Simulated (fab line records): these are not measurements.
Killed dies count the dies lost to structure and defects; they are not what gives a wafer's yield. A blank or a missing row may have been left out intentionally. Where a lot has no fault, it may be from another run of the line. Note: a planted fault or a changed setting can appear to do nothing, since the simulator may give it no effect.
Which tool was responsible? | flow nand-harc | Sampling: 22 lots, 66 wafers, 3 of 1159 route steps

WHAT EACH GAUGE READ, for each wafer
NHARC_A_BLC_INSPECT_12. Usual: raw-defect-count reads 30 (standard deviation 11).
lot  | measured     | on                | raw-defect-count | flag
L074 | day 17 12:44 | defect-inspect-01 | 38 35 26         |
L076 | day 17 15:00 | defect-inspect-02 | 32 30 16         |
L075 | day 17 15:35 | defect-inspect-01 | 6 15 11          |
L079 | day 17 21:55 | defect-inspect-01 | 27 18 27         |
L077 | day 17 23:05 | defect-inspect-01 | 43 35 13         |
L078 | day 18 19:21 | defect-inspect-02 | 16 30 18         |
L081 | day 19 04:51 | defect-inspect-01 | 31 24 27         |
L084 | day 19 12:18 | defect-inspect-02 | 28 25 27         |
L080 | day 19 13:04 | defect-inspect-01 | 30 31 30         |
L083 | day 19 18:33 | defect-inspect-01 | 30 39 24         |
L088 | day 20 10:58 | defect-inspect-02 | 27 35 24         |
L087 | day 20 11:06 | defect-inspect-02 | 35 38 25         |
L086 | day 21 03:10 | defect-inspect-01 | 29 48 30         |
L089 | day 21 03:52 | defect-inspect-02 | 38 25 32         |
L091 | day 21 10:47 | defect-inspect-01 | 33 30 38         |
L090 | day 21 15:08 | defect-inspect-01 | 55 63 46         |
L093 | day 21 15:52 | defect-inspect-02 | 17 19 23         |
L092 | day 21 17:03 | defect-inspect-02 | 36 28 38         |
L094 | day 22 19:45 | defect-inspect-01 | 32 34 37         |
L095 | day 23 09:35 | defect-inspect-01 | 21 16 16         |
L096 | day 23 10:11 | defect-inspect-02 | 21 22 34         |
L097 | day 23 10:56 | defect-inspect-01 | 44 43 37         |

TOOL THAT RAN EACH LOT (tool first, then ch and the chambers of the sampled wafers, then the start)
lot  | NHARC_A_CONTACT_ETCH_137             | NHARC_A_CONTACT_ETCH_98
L074 | har-cap-etch-01 ch 0,1, day 17 01:59 | rie-diel-02 ch 0,2,3, day 17 12:44 or earlier
L076 | har-cap-etch-02 ch 0,1, day 17 10:38 | rie-diel-04 ch 2,3, day 17 15:00 or earlier
L075 | har-cap-etch-03 ch 0,1, day 17 11:32 | rie-diel-08 ch 1,2,3, day 17 15:35 or earlier
L079 | har-cap-etch-02 ch 0, day 17 16:43   | rie-diel-02 ch 0,1,3, day 17 17:32
L077 | har-cap-etch-01 ch 0,1, day 17 19:10 | rie-diel-08 ch 1,3, day 17 23:05 or earlier
L078 | har-cap-etch-01 ch 0,1, day 18 15:22 | rie-diel-02 ch 1,2, day 18 19:21 or earlier
L081 | har-cap-etch-02 ch 0,1, day 18 21:39 | rie-diel-04 ch 1,2,3, day 19 04:51 or earlier
L084 | har-cap-etch-02 ch 0,1, day 19 02:32 | rie-diel-08 ch 2,3, day 19 12:18 or earlier
L080 | har-cap-etch-03 ch 0,1, day 19 03:41 | rie-diel-08 ch 2,3, day 19 13:04 or earlier
L083 | har-cap-etch-03 ch 0,1, day 19 09:20 | rie-diel-02 ch 0,1,3, day 19 18:33 or earlier
L088 | har-cap-etch-02 ch 0,1, day 20 02:26 | rie-diel-02 ch 1,3, day 20 10:58 or earlier
L087 | har-cap-etch-01 ch 0,1, day 20 03:57 | rie-diel-04 ch 1,2,3, day 20 11:06 or earlier
L086 | har-cap-etch-03 ch 0,1, day 20 19:45 | rie-diel-04 ch 0,1,2, day 21 03:10 or earlier
L089 | har-cap-etch-02 ch 0, day 20 20:40   | rie-diel-02 ch 1,3, day 20 21:28
L091 | har-cap-etch-03 ch 0,1, day 21 04:28 | rie-diel-02 ch 0,1,2, day 21 10:47 or earlier
L090 | har-cap-etch-02 ch 0,1, day 21 09:54 | rie-diel-02 ch 1,3, day 21 15:08 or earlier
L093 | har-cap-etch-01 ch 0,1, day 21 10:17 | rie-diel-04 ch 0,1, day 21 15:52 or earlier
L092 | har-cap-etch-03 ch 1, day 21 11:04   | rie-diel-02 ch 0,1, day 21 17:03 or earlier
L094 | har-cap-etch-02 ch 0,1, day 22 15:43 | rie-diel-02 ch 1,2,3, day 22 19:45 or earlier
L095 | har-cap-etch-01 ch 0,1, day 22 19:26 | rie-diel-08 ch 0,1,2, day 22 21:10
L096 | har-cap-etch-03 ch 0,1, day 22 23:22 | rie-diel-04 ch 0,1,3, day 23 00:17
L097 | har-cap-etch-02 ch 0,1, day 23 04:00 | rie-diel-02 ch 1,2, day 23 10:56 or earlier
- NHARC_A_CONTACT_ETCH_137: etches the open film in C4F8/O2/Ar, time 132 s, target depth 1287 nm.
- NHARC_A_CONTACT_ETCH_98: etches the open film in C4F6/O2, target depth 20 nm, time 10 s.

AS READ BY THE TOOLS THEMSELVES (means over the sampled wafers that have a number; for cases with no such wafer, the mark the record gives instead)
NHARC_A_CONTACT_ETCH_137. Usual: chamber-pressure-mTorr reads 20.002 mTorr (standard deviation 0.018).
lot  | tool            | chamber-pressure-mTorr (mTorr) | flag
L074 | har-cap-etch-01 | 20.002                         |
L076 | har-cap-etch-02 | 20.001                         |
L075 | har-cap-etch-03 | 19.994                         |
L079 | har-cap-etch-02 | 19.991                         |
L077 | har-cap-etch-01 | 20.002                         |
L078 | har-cap-etch-01 | 20.005                         |
L081 | har-cap-etch-02 | 20.000                         |
L084 | har-cap-etch-02 | 20.003                         |
L080 | har-cap-etch-03 | 19.981                         |
L083 | har-cap-etch-03 | 19.993                         |
L088 | har-cap-etch-02 | 20.001                         |
L087 | har-cap-etch-01 | 20.018                         |
L086 | har-cap-etch-03 | 19.985                         |
L089 | har-cap-etch-02 | 19.991                         |
L091 | har-cap-etch-03 | 20.009                         |
L090 | har-cap-etch-02 | 19.982                         |
L093 | har-cap-etch-01 | 20.004                         |
L092 | har-cap-etch-03 | 19.987                         |
L094 | har-cap-etch-02 | 19.992                         |
L095 | har-cap-etch-01 | 19.995                         |
L096 | har-cap-etch-03 | 20.008                         |
L097 | har-cap-etch-02 | 20.015                         |

NHARC_A_CONTACT_ETCH_98. Usual: chamber-pressure-mTorr 30.004 mTorr, standard deviation 0.026; drypump-motor-current-A 5.6 A, standard deviation 0.34; oes-product-au 0.961 a.u., standard deviation 0.024; rf-vpp-V 547.8 V, standard deviation 2.1; showerhead-plenum-p-Torr 3.96 Torr, standard deviation 0.092; throttle-valve-pct 26.905 %, standard deviation 0.0075.
lot  | tool        | chamber-pressure-mTorr (mTorr) | drypump-motor-current-A (A) | oes-product-au (a.u.) | rf-vpp-V (V) | showerhead-plenum-p-Torr (Torr) | throttle-valve-pct (%) | flag
L074 | rie-diel-02 | 30.028                         | 5.6                         | 0.948                 | 546.9        | 3.92                            | 26.895                 |
L076 | rie-diel-04 | 29.999                         | 6.1                         | 0.964                 | 546.6        | 3.90                            | 26.897                 |
L075 | rie-diel-08 | 30.005                         | 5.8                         | 0.972                 | 550.1        | 4.08                            | 26.905                 |
L079 | rie-diel-02 | 29.985                         | 5.4                         | 0.958                 | 549.0        | 4.00                            | 26.897                 |
L077 | rie-diel-08 | 30.029                         | 6.0                         | 0.952                 | 549.9        | 4.06                            | 26.911                 |
L078 | rie-diel-02 | 29.998                         | 5.7                         | 0.942                 | 548.6        | 3.99                            | 26.908                 |
L081 | rie-diel-04 | 30.002                         | 5.9                         | 0.952                 | 546.8        | 3.93                            | 26.902                 |
L084 | rie-diel-08 | 30.003                         | 6.0                         | 0.964                 | 549.1        | 4.05                            | 26.900                 |
L080 | rie-diel-08 | 29.997                         | 5.8                         | 0.952                 | 550.8        | 4.07                            | 26.908                 |
L083 | rie-diel-02 | 30.020                         | 5.4                         | 0.941                 | 549.0        | 3.99                            | 26.911                 |
L088 | rie-diel-02 | 29.979                         | 5.2                         | 0.928                 | 549.6        | 4.02                            | 26.902                 |
L087 | rie-diel-04 | 30.013                         | 5.9                         | 1.002                 | 546.9        | 3.92                            | 26.901                 |
L086 | rie-diel-04 | 30.006                         | 5.8                         | 1.000                 | 547.5        | 3.94                            | 26.905                 |
L089 | rie-diel-02 | 29.998                         | 5.4                         | 0.956                 | 549.0        | 4.04                            | 26.900                 |
L091 | rie-diel-02 | 30.012                         | 5.7                         | 0.928                 | 547.5        | 3.93                            | 26.905                 |
L090 | rie-diel-02 | 29.997                         | 5.2                         | 0.946                 | 549.0        | 4.01                            | 26.906                 |
L093 | rie-diel-04 | 30.009                         | 5.6                         | 0.929                 | 547.7        | 3.97                            | 26.901                 |
L092 | rie-diel-02 | 30.048                         | 5.5                         | 0.941                 | 548.4        | 3.96                            | 26.899                 |
L094 | rie-diel-02 | 29.978                         | 5.6                         | 0.999                 | 547.7        | 3.96                            | 26.904                 |
L095 | rie-diel-08 | 29.998                         | 5.5                         | 0.988                 | 548.4        | 3.98                            | 26.907                 |
L096 | rie-diel-04 | 30.008                         | 5.7                         | 0.969                 | 546.5        | 3.91                            | 26.913                 |
L097 | rie-diel-02 | 30.008                         | 5.7                         | 0.960                 | 548.3        | 3.98                            | 26.904                 |

THE ANSWER, worked out from the rows above alone
Rule: a lot counts as off when the mean over its wafers that have a number is more than 3 standard deviations away from the usual mean. Also off: a lot with no number at a reading for which 4 or more lots have one. All remaining lots with rows at the step are treated as sound. After the gauges, taken in route order, come the tools' own readings; for these a lot's mean is taken, as printed above. At the first step where some lot is off, the reading lying furthest off is the one used; lots without a number count as furthest.
None of the lots is off at any reading shown; this tells nothing.

WHAT THE SIMULATOR HAD INSERTED
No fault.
